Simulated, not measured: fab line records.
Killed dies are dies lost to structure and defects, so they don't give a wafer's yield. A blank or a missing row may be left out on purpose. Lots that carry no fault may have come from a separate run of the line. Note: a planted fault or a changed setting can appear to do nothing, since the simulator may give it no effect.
Chamber matching | flow n5 finfet | N5_BEOL_M0_SAQP_PECVD_96 on pecvd-03 has 3 sister chambers
The step deposits a-Si from SiH4/He, target thk 45 nm, time 45.2 s. 24 wafers are shown with their chamber, then 12 later ones without.

== WAFERS PAIRED WITH THEIR CHAMBERS ==
wafer  | chamber | throttle valve pct (%) | showerhead plenum p Torr (Torr) | heater power w (W)
L074.2 | 2       | 15.9                   | 5.70                            | 680
L074.5 | 2       | 15.9                   | 5.69                            | 669
L074.6 | 1       | 17.9                   | 5.71                            | 558
L076.1 | 1       | 18.2                   | 5.70                            | 611
L076.2 | 2       | 16.1                   | 5.69                            | 714
L076.4 | 0       | 18.5                   | 5.61                            | 632
L078.1 | 0       | 17.9                   | 5.61                            | 563
L078.3 | 2       | 16.2                   | 5.70                            | 755
L078.5 | 2       | 16.1                   | 5.70                            | 774
L080.1 | 1       | 18.3                   | 5.70                            | 586
L080.2 | 0       | 18.2                   | 5.61                            | 623
L080.6 | 0       | 18.3                   | 5.58                            | 609
L083.2 | 0       | 18.3                   | 5.61                            | 577
L083.5 | 0       | 18.1                   | 5.61                            | 591
L083.6 | 2       | 16.2                   | 5.69                            | 767
L087.1 | 1       | 17.9                   | 5.71                            | 558
L087.3 | 2       | 16.0                   | 5.69                            | 724
L087.4 | 1       | 18.2                   | 5.73                            | 581
L089.1 | 0       | 18.4                   | 5.59                            | 590
L089.2 | 2       | 16.3                   | 5.68                            | 774
L089.6 | 2       | 16.0                   | 5.68                            | 794
L090.1 | 2       | 16.1                   | 5.69                            | 800
L090.3 | 0       | 18.3                   | 5.59                            | 657
L090.6 | 0       | 18.3                   | 5.61                            | 665

SIGNATURES, as means of the wafers listed above
reading                  | chamber 0 | chamber 1 | chamber 2 | scatter within a chamber
throttle valve pct       | 18.256    | 18.100    | 16.080    | 0.16
showerhead plenum p Torr | 5.6022    | 5.7100    | 5.6910    | 0.0103
heater power w           | 611.89    | 578.80    | 745.10    | 38.4
Rule: distance of a wafer from a chamber = root of the sum over the readings of ((wafer's reading minus chamber's mean) / reading's scatter) squared. The wafer belongs to the nearest chamber; if the next one is less than 2 further off, it can't be placed. The scatter is the square root of a quotient: the sum, over the shown wafers, of each reading's squared deviation from its chamber's mean, divided by wafers minus chambers.

== WAFERS MISSING THEIR CHAMBER ==
wafer  | throttle valve pct (%) | showerhead plenum p Torr (Torr) | heater power w (W)
L091.2 | 18.2                   | 5.70                            | 539
L091.4 | 18.5                   | 5.60                            | 567
L091.5 | 16.4                   | 5.69                            | 764
L095.3 | 18.2                   | 5.63                            | 635
L095.5 | 18.1                   | 5.59                            | 623
L095.6 | 15.9                   | 5.70                            | 757
L096.1 | 18.0                   | 5.60                            | 593
L096.4 | 16.3                   | 5.67                            | 796
L096.5 | 18.3                   | 5.61                            | 587
L097.3 | 18.5                   | 5.61                            | 610
L097.4 | 18.0                   | 5.61                            | 610
L097.5 | 16.0                   | 5.70                            | 771

== WHICH CHAMBER EACH WENT THROUGH ==
wafer  | from the rows above | in truth
L091.2 | 1                   | 1
L091.4 | 0                   | 0
L091.5 | 2                   | 2
L095.3 | 0                   | 0
L095.5 | 0                   | 0
L095.6 | 2                   | 2
L096.1 | 0                   | 0
L096.4 | 2                   | 2
L096.5 | 0                   | 0
L097.3 | 0                   | 0
L097.4 | 0                   | 0
L097.5 | 2                   | 2
12 of 12 placed correctly. Left unplaced by these rows: 0. Placed wrongly: 0.
